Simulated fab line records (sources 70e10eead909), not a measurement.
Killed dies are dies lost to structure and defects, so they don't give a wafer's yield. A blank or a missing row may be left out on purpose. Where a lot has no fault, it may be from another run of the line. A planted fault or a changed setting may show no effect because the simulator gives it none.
fab line records + flow nandHarc
record
- lots=12
- wafers=35
- lastDay=24
route steps=1159 shown A_BLC@975 A_M0@1002 END@1159
lots with no fault: from the same line, run without faults
startH: start of the lot's first displayed wafer, in hours after the record's first day + waitH: hours since the lot's step before + " identical to the entry in the row above + L1.1+2: a single row standing in for several wafers + - either no value or no given start + * or withheld: withheld + < > ~ a bound
route shown NAME@n: a module of which the file shows steps, and the number in the route of the first + usual: mean/standard deviation taken from wafers without a fault + same: alike in all rows + chamber/n: place in a boat + sites: per-site readings + _std_site: the values' standard deviation + _edge_site: outer sites' mean less inner sites' + radiusMm: how far each site lies from the wafer's centre + mask NAME#n: copy n + behind: the tool/chamber that last shaped the wafer + hold: the reason the lot was held/the length of the hold in hours/how it ended + device: transistor that didn't switch, given as n, p or np + end of line: the same wafers' tests at the end of the route + where a step has no rows: the recipe by itself + killed: not the wafer's yield, but the dies lost to structure and defects at the first sort + map: the dies of a wafer, with x for killed, . for not killed, _ for no die there
set.NAME: the setting that was run; set.NAME@STEP: the one run at that earlier step + model.NAME: the simulator's own value behind a step, which no gauge read
steps of the route over a sample of lots; a table a step, a row a wafer
services: the hour from which a tool's chamber was out of use, counted from the record's first day as startH (under 0 if before that day), plus the number of hours and why
## steps
# step NHARC_A_BLC_OVL_MEAS_11
# usual
- overlayXNm=-0.2/0.8
- overlayYNm=0.1/0.86
| lot.wafer | tool       | chamber | startH | waitH | overlayXNm | overlayYNm |
|-----------|------------|---------|--------|-------|------------|------------|
| L247.1    | overlay-02 | -       | 390.30 | -     | -0.2       | -0.2       |
| L247.2    | "          | -       | "      | "     | 0.0        | -0.1       |
| L247.3    | "          | -       | "      | "     | -0.5       | -0.1       |
| L248.1    | overlay-01 | -       | 396.50 | -     | -0.5       | 0.1        |
| L248.2    | "          | -       | "      | "     | -0.7       | -0.2       |
| L248.3    | "          | -       | "      | "     | -0.9       | 0.6        |
| L249.1    | overlay-02 | -       | 407.78 | -     | -0.8       | 0.7        |
| L249.4    | "          | -       | "      | "     | -1.1       | 0.1        |
| L249.6    | "          | -       | "      | "     | -1.2       | 0.5        |
| L251.1    | overlay-02 | -       | 407.95 | -     | -1.1       | 0.6        |
| L251.3    | "          | -       | "      | "     | -0.6       | 0.4        |
| L251.6    | "          | -       | "      | "     | -1.1       | 0.8        |
| L254.2    | overlay-02 | -       | 426.23 | -     | -0.2       | 0.3        |
| L254.3    | "          | -       | "      | "     | -0.3       | 0.0        |
| L254.4    | "          | -       | "      | "     | -0.4       | -0.3       |
| L259.3    | overlay-01 | -       | 467.89 | -     | 0.8        | 2.3        |
| L259.4    | "          | -       | "      | "     | 0.8        | 2.6        |
| L259.6    | "          | -       | "      | "     | 0.7        | 1.7        |
| L258.1    | overlay-01 | -       | 470.74 | -     | -0.2       | 0.1        |
| L258.3    | "          | -       | "      | "     | -0.6       | -0.7       |
| L261.1    | overlay-02 | -       | 487.15 | -     | -0.1       | 0.7        |
| L261.2    | "          | -       | "      | "     | -0.3       | 1.1        |
| L261.4    | "          | -       | "      | "     | 0.0        | 1.2        |
| L264.2    | overlay-02 | -       | 497.41 | -     | -0.9       | 0.1        |
| L264.3    | "          | -       | "      | "     | -1.0       | 0.3        |
| L264.4    | "          | -       | "      | "     | -1.0       | 0.4        |
| L263.2    | overlay-02 | -       | 502.55 | -     | 1.1        | -1.5       |
| L263.5    | "          | -       | "      | "     | 0.5        | -1.1       |
| L263.6    | "          | -       | "      | "     | 0.9        | -1.1       |
| L267.2    | overlay-02 | -       | 507.78 | -     | 0.5        | -1.9       |
| L267.3    | "          | -       | "      | "     | 0.6        | -1.3       |
| L267.5    | "          | -       | "      | "     | 0.3        | -1.8       |
| L269.4    | overlay-02 | -       | 518.45 | -     | 0.4        | -1.1       |
| L269.5    | "          | -       | "      | "     | 0.8        | -0.8       |
| L269.6    | "          | -       | "      | "     | 0.8        | -0.7       |
# step NHARC_A_BLC_CD_MEAS_19
# usual
- cdNm=99.6/2.3
| lot.wafer | tool     | chamber | startH | waitH | cdNm  |
|-----------|----------|---------|--------|-------|-------|
| L247.1    | cdSem-01 | -       | 391.37 | -     | 99.5  |
| L247.2    | "        | -       | "      | "     | 101.5 |
| L247.3    | "        | -       | "      | "     | 98.1  |
| L248.1    | cdSem-01 | -       | 397.56 | -     | 101.0 |
| L248.2    | "        | -       | "      | "     | 100.6 |
| L248.3    | "        | -       | "      | "     | 100.7 |
| L249.1    | cdSem-01 | -       | 408.85 | -     | 99.8  |
| L249.4    | "        | -       | "      | "     | 96.7  |
| L249.6    | "        | -       | "      | "     | 99.5  |
| L251.1    | cdSem-02 | -       | 409.02 | -     | 103.4 |
| L251.3    | "        | -       | "      | "     | 100.4 |
| L251.6    | "        | -       | "      | "     | 100.1 |
| L254.2    | cdSem-01 | -       | 427.29 | -     | 100.9 |
| L254.3    | "        | -       | "      | "     | 101.6 |
| L254.4    | "        | -       | "      | "     | 99.4  |
| L259.3    | cdSem-01 | -       | 469.00 | -     | 98.0  |
| L259.4    | "        | -       | "      | "     | 100.4 |
| L259.6    | "        | -       | "      | "     | 104.3 |
| L258.1    | cdSem-02 | -       | 471.81 | -     | 101.5 |
| L258.3    | "        | -       | "      | "     | 99.5  |
| L261.1    | cdSem-03 | -       | 488.21 | -     | 99.8  |
| L261.2    | "        | -       | "      | "     | 101.2 |
| L261.4    | "        | -       | "      | "     | 99.5  |
| L264.2    | cdSem-02 | -       | 498.82 | -     | 101.1 |
| L264.3    | "        | -       | "      | "     | 98.6  |
| L264.4    | "        | -       | "      | "     | 97.4  |
| L263.2    | cdSem-02 | -       | 503.62 | -     | 98.4  |
| L263.5    | "        | -       | "      | "     | 93.9  |
| L263.6    | "        | -       | "      | "     | 100.3 |
| L267.2    | cdSem-03 | -       | 508.87 | -     | 99.0  |
| L267.3    | "        | -       | "      | "     | 96.8  |
| L267.5    | "        | -       | "      | "     | 100.3 |
| L269.4    | cdSem-03 | -       | 519.53 | -     | 100.4 |
| L269.5    | "        | -       | "      | "     | 98.7  |
| L269.6    | "        | -       | "      | "     | 97.3  |
# step NHARC_A_BLC_DEGAS_30
# recipe
- tempC=300
- timeS=60
# usual
- heaterPowerW=447/37
| lot.wafer | tool          | chamber | startH | waitH | heaterPowerW |
|-----------|---------------|---------|--------|-------|--------------|
| L247.1    | pvdSputter-02 | -       | 391.98 | -     | 384          |
| L247.3    | "             | -       | "      | "     | 452          |
| L247.2    | "             | -       | "      | "     | 395          |
| L248.2    | pvdSputter-03 | -       | 398.18 | -     | 496          |
| L248.1    | "             | -       | "      | "     | 499          |
| L248.3    | "             | -       | "      | "     | 434          |
| L249.1    | pvdSputter-03 | -       | 409.45 | -     | 475          |
| L249.4    | "             | -       | "      | "     | 432          |
| L249.6    | "             | -       | "      | "     | 468          |
| L251.3    | pvdSputter-01 | -       | 409.64 | -     | 469          |
| L251.1    | "             | -       | "      | "     | 441          |
| L251.6    | "             | -       | "      | "     | 463          |
| L254.2    | pvdSputter-02 | -       | 427.89 | -     | 395          |
| L254.4    | "             | -       | "      | "     | 469          |
| L254.3    | "             | -       | "      | "     | 443          |
| L259.3    | pvdSputter-02 | -       | 469.60 | -     | 446          |
| L259.4    | "             | -       | "      | "     | 467          |
| L259.6    | "             | -       | "      | "     | 387          |
| L258.3    | pvdSputter-01 | -       | 472.42 | -     | 439          |
| L258.1    | "             | -       | "      | "     | 468          |
| L261.1    | pvdSputter-01 | -       | 488.83 | -     | 446          |
| L261.4    | "             | -       | "      | "     | 448          |
| L261.2    | "             | -       | "      | "     | 483          |
| L264.3    | pvdSputter-02 | -       | 499.43 | -     | 452          |
| L264.2    | "             | -       | "      | "     | 377          |
| L264.4    | "             | -       | "      | "     | 457          |
| L263.2    | pvdSputter-01 | -       | 504.22 | -     | 440          |
| L263.6    | "             | -       | "      | "     | 423          |
| L263.5    | "             | -       | "      | "     | 468          |
| L267.2    | pvdSputter-03 | -       | 509.47 | -     | 494          |
| L267.3    | "             | -       | "      | "     | 469          |
| L267.5    | "             | -       | "      | "     | 436          |
| L269.4    | pvdSputter-03 | -       | 520.13 | -     | 493          |
| L269.5    | "             | -       | "      | "     | 507          |
| L269.6    | "             | -       | "      | "     | 445          |
# step NHARC_A_M0_PEB_07
# recipe
- pebTempC=100
- pebTimeS=65
# usual
- heaterPowerTotalW=156.6/0.44
- plateTempC=100.01/0.14
- resistLineTempC=23.00/0.098
| lot.wafer | tool          | chamber | startH | waitH | heaterPowerTotalW | plateTempC | resistLineTempC |
|-----------|---------------|---------|--------|-------|-------------------|------------|-----------------|
| L247.1    | lithoTrack-04 | 0       | 395.26 | 0.1   | 156.9             | 100.25     | 22.99           |
| L247.2    | "             | 0       | "      | "     | 157.2             | 100.21     | 23.06           |
| L247.3    | "             | 0       | "      | "     | 157.1             | 100.08     | 23.15           |
| L248.1    | lithoTrack-04 | 0       | 400.48 | 0.1   | 156.1             | 100.05     | 23.07           |
| L248.2    | "             | 0       | "      | "     | 156.4             | 100.01     | 22.98           |
| L248.3    | "             | 0       | "      | "     | 156.0             | 100.00     | 22.99           |
| L249.1    | lithoTrack-06 | 0       | 411.57 | 0.1   | 156.4             | 100.05     | 23.22           |
| L249.4    | "             | 0       | "      | "     | 157.1             | 100.00     | 23.08           |
| L249.6    | "             | 0       | "      | "     | 157.1             | 100.08     | 23.13           |
| L251.1    | lithoTrack-04 | 0       | 411.89 | 0.1   | 156.7             | 100.20     | 23.03           |
| L251.3    | "             | 0       | "      | "     | 157.1             | 99.98      | 23.02           |
| L251.6    | "             | 0       | "      | "     | 156.0             | 99.94      | 22.95           |
| L254.2    | lithoTrack-01 | 0       | 430.10 | 0.1   | 156.0             | 99.95      | 23.23           |
| L254.3    | "             | 0       | "      | "     | 156.8             | 99.91      | 23.10           |
| L254.4    | "             | 0       | "      | "     | 156.2             | 99.91      | 23.07           |
| L259.3    | lithoTrack-01 | 0       | 473.45 | 0.0   | 156.6             | 100.05     | 23.09           |
| L259.4    | "             | 0       | "      | "     | 157.2             | 99.82      | 22.93           |
| L259.6    | "             | 0       | "      | "     | 157.1             | 99.91      | 23.12           |
| L258.1    | lithoTrack-01 | 0       | 474.60 | 0.1   | 154.9             | 99.29      | 23.05           |
| L258.3    | "             | 0       | "      | "     | 154.6             | 99.35      | 22.98           |
| L261.1    | lithoTrack-01 | 0       | 496.86 | 0.1   | 155.4             | 99.23      | 22.99           |
| L261.2    | "             | 0       | "      | "     | 155.2             | 99.31      | 22.95           |
| L261.4    | "             | 0       | "      | "     | 154.7             | 99.22      | 22.99           |
| L264.2    | lithoTrack-04 | 0       | 507.49 | 0.1   | 157.1             | 99.96      | 23.00           |
| L264.3    | "             | 0       | "      | "     | 156.9             | 100.18     | 23.05           |
| L264.4    | "             | 0       | "      | "     | 156.4             | 100.15     | 22.95           |
| L263.2    | lithoTrack-04 | 0       | 508.77 | 0.1   | 155.8             | 100.17     | 22.92           |
| L263.5    | "             | 0       | "      | "     | 156.8             | 100.10     | 23.14           |
| L263.6    | "             | 0       | "      | "     | 156.1             | 100.04     | 22.78           |
| L267.2    | lithoTrack-06 | 0       | 512.06 | 0.1   | 157.0             | 100.08     | 23.07           |
| L267.3    | "             | 0       | "      | "     | 157.2             | 99.79      | 23.18           |
| L267.5    | "             | 0       | "      | "     | 157.0             | 100.07     | 23.07           |
| L269.4    | lithoTrack-06 | 0       | 524.96 | 0.0   | 156.3             | 100.11     | 23.03           |
| L269.5    | "             | 0       | "      | "     | 156.7             | 100.22     | 23.00           |
| L269.6    | "             | 0       | "      | "     | 157.2             | 100.25     | 23.07           |
# step NHARC_A_M0_CD_MEAS_09
# recipe
- targetCdNm=80
- landingEnergyEv=500
# usual
- cdNm=80.1/0.6
| lot.wafer | tool     | chamber | startH | waitH | hold                    | cdNm |
|-----------|----------|---------|--------|-------|-------------------------|------|
| L247.1    | cdSem-03 | 0       | 395.34 | -     | -                       | 79.7 |
| L247.2    | "        | 0       | "      | "     | -                       | 80.4 |
| L247.3    | "        | 0       | "      | "     | -                       | 80.2 |
| L248.1    | cdSem-03 | 0       | 400.56 | -     | -                       | 80.3 |
| L248.2    | "        | 0       | "      | "     | -                       | 80.8 |
| L248.3    | "        | 0       | "      | "     | -                       | 80.4 |
| L249.1    | cdSem-02 | 0       | 411.65 | -     | -                       | 80.2 |
| L249.4    | "        | 0       | "      | "     | -                       | 79.7 |
| L249.6    | "        | 0       | "      | "     | -                       | 79.6 |
| L251.1    | cdSem-01 | 0       | 411.97 | -     | -                       | 80.9 |
| L251.3    | "        | 0       | "      | "     | -                       | 80.6 |
| L251.6    | "        | 0       | "      | "     | -                       | 80.7 |
| L254.2    | cdSem-03 | 0       | 430.18 | -     | -                       | 79.8 |
| L254.3    | "        | 0       | "      | "     | -                       | 80.1 |
| L254.4    | "        | 0       | "      | "     | -                       | 79.8 |
| L259.3    | cdSem-02 | 0       | 473.53 | -     | -                       | 79.9 |
| L259.4    | "        | 0       | "      | "     | -                       | 81.1 |
| L259.6    | "        | 0       | "      | "     | -                       | 79.6 |
| L258.1    | cdSem-01 | 0       | 474.68 | -     | awaitDispo/0.2h/release | 76.2 |
| L258.3    | "        | 0       | "      | "     | awaitDispo/0.2h/release | 76.8 |
| L258.1    | cdSem-01 | 0       | -      | -     | -                       | 76.1 |
| L258.3    | "        | 0       | "      | "     | -                       | 77.1 |
| L261.1    | cdSem-01 | 0       | 496.94 | -     | awaitDispo/0.2h/release | 77.7 |
| L261.2    | "        | 0       | "      | "     | awaitDispo/0.2h/release | 77.8 |
| L261.4    | "        | 0       | "      | "     | awaitDispo/0.2h/release | 77.6 |
| L261.1    | cdSem-01 | 0       | -      | -     | -                       | 77.5 |
| L261.2    | "        | 0       | "      | "     | -                       | 77.8 |
| L261.4    | "        | 0       | "      | "     | -                       | 77.1 |
| L264.2    | cdSem-01 | 0       | 507.57 | -     | -                       | 80.2 |
| L264.3    | "        | 0       | "      | "     | -                       | 81.1 |
| L264.4    | "        | 0       | "      | "     | -                       | 80.5 |
| L263.2    | cdSem-01 | 0       | 508.86 | -     | -                       | 80.0 |
| L263.5    | "        | 0       | "      | "     | -                       | 80.5 |
| L263.6    | "        | 0       | "      | "     | -                       | 80.7 |
| L267.2    | cdSem-02 | 0       | 512.14 | -     | -                       | 80.8 |
| L267.3    | "        | 0       | "      | "     | -                       | 80.0 |
| L267.5    | "        | 0       | "      | "     | -                       | 79.0 |
| L269.4    | cdSem-03 | 0       | 525.05 | -     | -                       | 81.0 |
| L269.5    | "        | 0       | "      | "     | -                       | 80.0 |
| L269.6    | "        | 0       | "      | "     | -                       | 79.9 |
# step NHARC_END_SORT_01
# recipe
- tempC=25
# usual
- defectLimitedYield=95.7/1.4
- killedAtArray=25/9.2
- killedAtOther=0.9/1.3
- killedAtPeriphery=3.3/2.3
- killedDies=29/9.6
- killedOpen=3.2/1.8
- killedShort=2/1.4
- sort_bin_2_pct=1.3/0.65
- sort_bin_3_pct=0.25/0.21
- sort_bin_4_pct=2.8/0.9
- sortNPass=648/9.6
- sortRimYieldPct=94/3
- sortYieldPct=95.7/1.4
# same
- grossDies=677
- sort_bin_5_pct[%]=0
- sort_bin_6_pct[%]=0
- sort_bin_7_pct[%]=0
- sort_bin_8_pct[%]=0
- sortRimNGross=106.00
| lot.wafer | tool      | chamber | startH | waitH | defectLimitedYield[%] | killedAtArray | killedAtOther | killedAtPeriphery | killedDies | killedOpen | killedShort | sort_bin_2_pct[%] | sort_bin_3_pct[%] | sort_bin_4_pct[%] | sortNPass | sortRimYieldPct[%] | sortYieldPct[%] |
|-----------|-----------|---------|--------|-------|-----------------------|---------------|---------------|-------------------|------------|------------|-------------|-------------------|-------------------|-------------------|-----------|--------------------|-----------------|
| L258.1    | prober-02 | 0       | 522.88 | 2.5   | 94.8                  | 31            | 0             | 4                 | 35         | 3          | 3           | 0.9               | 0.74              | 3.5               | 642       | 91                 | 94.8            |
| L258.3    | prober-02 | 0       | 524.49 | 3.1   | 92.6                  | 45            | 0             | 5                 | 50         | 4          | 2           | 1.9               | 0.30              | 5.2               | 627       | 92                 | 92.6            |
# killed by level:class
L258.1 A_CHANNEL_HOLE_D1:chamberFilmFlake=11 A_SLIT:chamberFilmFlake=6 P_CONTACT:chamberFilmFlake=3 A_M0:chamberFilmFlake=3 A_STAIRCASE:chamberFilmFlake=3 A_WL_FILL:geometricParticle:short=2 A_CONTACT:geometricParticle:open=2 A_CHANNEL_FILL_D1:geometricParticle:short=1
L258.3 A_CHANNEL_HOLE_D1:chamberFilmFlake=19 A_SLIT:chamberFilmFlake=10 A_STAIRCASE:chamberFilmFlake=5 P_CONTACT:chamberFilmFlake=3 A_ZERO_WELL:chamberFilmFlake=3 P_STI:geometricParticle:short=1 P_CONTACT:geometricParticle:open=1 A_ONON_D1:geometricParticle:open=1
## services
| tool          | chamber | startH | hours | kind   |
|---------------|---------|--------|-------|--------|
| pvdSputter-02 | -       | 385.65 | 1.3   | repair |
| pvdSputter-02 | -       | 392.03 | 10.0  | pm     |
| pvdSputter-03 | -       | 398.68 | 3.1   | repair |
| pvdSputter-02 | -       | 408.58 | 4.6   | repair |
| pvdSputter-01 | -       | 420.15 | 4.5   | repair |
| lithoTrack-01 | -       | 443.00 | 7.0   | pm     |
| pvdSputter-03 | -       | 458.00 | 10.0  | pm     |
| lithoTrack-06 | -       | 467.00 | 7.0   | pm     |
| lithoTrack-04 | -       | 491.00 | 7.0   | pm     |
| pvdSputter-01 | -       | 515.20 | 10.0  | pm     |
## key
firstSign
- step=NHARC_A_M0_PEB_07
- reading=plateTempC
- direction=down
- sigmas=5.4
- usual=*
- struck=*
effect
- step=NHARC_A_M0_PEB_07
- reading=heaterPowerTotalW
- direction=down
- sigmas=3.7
- usual=*
- struck=*
effect
- step=NHARC_A_M0_CD_MEAS_09
- reading=visit
- direction=added
metAt NHARC_A_M0_PEB_07
struckLots L258,L261
notActingAt NHARC_A_BLC_OVL_MEAS_11,NHARC_A_BLC_CD_MEAS_19,NHARC_A_BLC_DEGAS_30
onsetBetween 473.45 474.60
fault
- kind=processParameterDrift
- tool=lithoTrack-01
- chamber=-
- onsetH=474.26
- steps=NHARC_A_M0_PEB_07
- channel=pebTempC
- offset=*
- shape=step
- endH=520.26
- actsIn=*
- stated=*
